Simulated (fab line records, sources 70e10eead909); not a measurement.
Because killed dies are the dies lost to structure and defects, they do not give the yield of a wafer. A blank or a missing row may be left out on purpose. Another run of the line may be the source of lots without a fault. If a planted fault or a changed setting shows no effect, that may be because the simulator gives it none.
Which tool was responsible? + flow nandHarc + Sampling: 6 lots, 18 wafers, 4 of 1159 route steps

== WHAT THE GAUGES SHOWED, per wafer ==
NHARC_END_WLT_00.
| lot  | measured     | on        | VT_DECK1_BOTTOM   |
|------|--------------|-----------|-------------------|
| L498 | day 20 01:49 | prober-02 | 0.883 0.865 0.873 |
| L499 | day 20 17:24 | prober-02 | 0.866 0.858 0.870 |
| L500 | day 21 14:26 | prober-02 | 0.874 0.862 0.862 |
| L518 | day 26 16:35 | prober-02 | 0.875 0.869 0.877 |

== WHAT TOOL EACH LOT RAN ON (gives the tool, then ch and the chambers of the sampled wafers, and finally the start) ==
| lot  | NHARC_THIN_TSV_ETCH_15          | NHARC_THIN_TSV_PRE_CLEAN_50            | NHARC_THIN_TSV_ETCH_59           |
|------|---------------------------------|----------------------------------------|----------------------------------|
| L498 | rieSi-02 ch 1,2,3, day 19 04:37 | pvdSputter-01, day 19 10:01 or earlier | rieMetal-02 ch 0,1, day 19 10:01 |
| L499 | rieSi-05 ch 1,2,3, day 19 13:22 | pvdSputter-02, day 19 18:47 or earlier | rieMetal-01 ch 0,1, day 19 18:47 |
| L500 | rieSi-05 ch 0,1, day 20 19:34   | pvdSputter-01, day 21 00:52 or earlier | rieMetal-03 ch 0, day 21 00:52   |
| L507 | rieSi-02 ch 1,2, day 21 22:07   | pvdSputter-02, day 22 03:52 or earlier | rieMetal-02 ch 1, day 22 03:52   |
| L509 | rieSi-02 ch 0,1,3, day 22 23:17 | pvdSputter-03, day 23 04:40 or earlier | rieMetal-02 ch 0,1, day 23 04:40 |
| L518 | rieSi-02 ch 0,1,2, day 26 06:21 | pvdSputter-03, day 26 11:50 or earlier | rieMetal-02 ch 0,1, day 26 11:50 |
- NHARC_THIN_TSV_ETCH_15: target depth 3000 nm, bosch target overetch cycles 2, bosch etch step 2.8 s.
- NHARC_THIN_TSV_PRE_CLEAN_50: time 30 s.
- NHARC_THIN_TSV_ETCH_59: etches the open film in Cl2/BCl3, target depth 880 nm, time 138.1 s.

== THE ANSWER, worked out from the rows above alone ==
Rule: the lots themselves supply what counts as usual. The widest of any qualifying gaps counts: lots, ordered by their means at a reading, are off when they make up no more than a third of the lots, leave a main group of 4 or more, and stand apart from it by 3 or more times the standard deviation of that group's means. The tables above print the reading to a certain number of digits; a main group whose means all agree to those digits is not used. Also off: a lot with no number at a reading for which 4 or more lots have one. The other lots that the step has rows for count as sound.
Nothing can be told from this: no lot is off at any reading shown.

== WHAT THE SIMULATOR HAD INSERTED ==
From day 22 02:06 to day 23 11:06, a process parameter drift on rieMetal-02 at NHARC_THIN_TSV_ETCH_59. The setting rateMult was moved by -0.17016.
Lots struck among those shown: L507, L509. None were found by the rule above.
